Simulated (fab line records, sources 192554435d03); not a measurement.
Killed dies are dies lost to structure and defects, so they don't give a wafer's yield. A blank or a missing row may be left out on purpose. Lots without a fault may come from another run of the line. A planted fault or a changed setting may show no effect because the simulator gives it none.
Which tool did it? | flow n5_finfet | 10 lots, 29 wafers sampled, at 3 steps of a route of 1938

WHAT THE GAUGES READ, wafer by wafer
N5_BEOL_M11_CD_MEAS_35: target cd 70 nm.
lot  | measured     | on        | cd_nm (nm)
L270 | day 11 14:32 | cd_sem-02 | 69.5 68.9 69.5
L271 | day 11 14:42 | cd_sem-02 | 69.1 69.4 70.2
L276 | day 14 13:47 | cd_sem-01 | 69.7 69.7 70.1
L278 | day 15 07:13 | cd_sem-03 | 69.7 69.8 70.1
L280 | day 16 05:20 | cd_sem-01 | 68.9 69.6
L283 | day 16 05:38 | cd_sem-03 | 70.2 69.2 69.1
L284 | day 17 18:19 | cd_sem-02 | 70.8 70.5 70.4
L288 | day 17 20:18 | cd_sem-02 | 69.6 70.6 69.7
L289 | day 18 02:53 | cd_sem-02 | 70.3 70.6 70.7
L293 | day 18 06:07 | cd_sem-03 | 70.2 70.3 70.7

WHICH TOOL RAN EACH LOT (tool, then ch and the chambers of the sampled wafers, then the start)
lot  | N5_BEOL_M11_PECVD_70            | N5_BEOL_M11_STRIP_36
L270 | pecvd-02 ch 1,2, day 11 10:48   | rie_diel-02 ch 0,1,2, day 11 14:10
L271 | pecvd-04 ch 0,1, day 11 11:11   | rie_diel-04 ch 0,1, day 11 14:20
L276 | pecvd-04 ch 0,1, day 14 08:47   | rie_diel-04 ch 0,1,2, day 14 13:24
L278 | pecvd-04 ch 0,1, day 15 01:26   | rie_diel-04 ch 1,2,3, day 15 06:50
L280 | pecvd-04 ch 0, day 16 00:23     | rie_diel-02 ch 1,2, day 16 04:58
L283 | pecvd-01 ch 0,1,2, day 16 01:01 | rie_diel-06 ch 0,2, day 16 05:15
L284 | pecvd-01 ch 0,1, day 17 10:46   | rie_diel-06 ch 0,2, day 17 17:56
L288 | pecvd-01 ch 0,1,2, day 17 10:55 | rie_diel-06 ch 0,2,3, day 17 19:55
L289 | pecvd-01 ch 0,1,2, day 17 21:35 | rie_diel-06 ch 2,3, day 18 02:31
L293 | pecvd-01 ch 1,2, day 18 02:58   | rie_diel-02 ch 0,1, day 18 05:44
- N5_BEOL_M11_PECVD_70: deposits SiO2 from TEOS/O2, target thk 20 nm, time 22.7 s.
- N5_BEOL_M11_STRIP_36: strips in N2/H2.

THE ANSWER, worked out from the rows above alone
Rule: what is usual is taken from the lots themselves. Put in order of their means at a reading, lots are off if they are a third of the lots or fewer, leave a main group of 4 or more, and stand apart from it by a gap of 3 or more times the standard deviation of the main group's means; of several such gaps the widest counts. A main group whose means are all the same, to the digits that the tables above print for the reading, isn't used. A lot without any number at a reading at which 4 lots or more have one is off too. The other lots that the step has rows for count as sound.
No lot is off at any reading shown: from this, nothing can be told.

WHAT THE SIMULATOR HAD PUT IN
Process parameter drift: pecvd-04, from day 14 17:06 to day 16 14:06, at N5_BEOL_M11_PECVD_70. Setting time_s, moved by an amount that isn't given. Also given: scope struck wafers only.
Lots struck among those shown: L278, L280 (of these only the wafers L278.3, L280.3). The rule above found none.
